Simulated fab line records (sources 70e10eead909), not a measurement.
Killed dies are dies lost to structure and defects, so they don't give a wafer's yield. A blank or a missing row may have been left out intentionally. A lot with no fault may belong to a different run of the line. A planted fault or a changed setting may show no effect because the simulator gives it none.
Chamber matching -- flow nand harc -- NHARC_P_M1_PRE_CLEAN_32 on pecvd-02 has 3 sister chambers
The step time 12 s. 6 wafers are shown with their chamber, then 12 later ones without.

== WAFERS WITH THEIR CHAMBER ==
wafer,chamber,heater power w (W)
L086.4,0,573
L089.5,1,502
L089.6,2,517
L087.1,1,519
L087.3,2,531
L087.6,0,653

== WAFERS MISSING THEIR CHAMBER ==
wafer,heater power w (W)
L092.2,657
L092.4,625
L092.6,632
L093.3,551
L093.5,542
L093.6,670
L095.1,689
L095.3,550
L095.5,550
L094.1,592
L094.3,591
L094.4,578

== WHICH CHAMBER EACH ONE RAN IN ==
wafer,from the rows above,in truth
L092.2,0,0
L092.4,0,0
L092.6,0,0
L093.3,can't be placed: 2 or 1 or 0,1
L093.5,can't be placed: 2 or 1 or 0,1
L093.6,0,0
L095.1,0,0
L095.3,can't be placed: 2 or 1 or 0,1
L095.5,can't be placed: 2 or 1 or 0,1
L094.1,can't be placed: 0 or 2 or 1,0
L094.3,can't be placed: 0 or 2 or 1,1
L094.4,can't be placed: 0 or 2 or 1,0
Correct placement for 5 of the 12. Not placeable from these rows: 7 (in 7, the candidates include the true chamber). Number placed wrongly: 0.
How it was worked out, from the rows above alone: a wafer's distance from a chamber is the root of the sum, over the readings, of the square of ((its reading less the chamber's mean) divided by the reading's scatter). The wafer belongs to the nearest chamber; if the next one is less than 2 further off, it can't be placed. Each chamber's mean is taken over the wafers shown for it. The scatter is the square root of a quotient: the sum, over the shown wafers, of each reading's squared deviation from its chamber's mean, divided by wafers minus chambers.
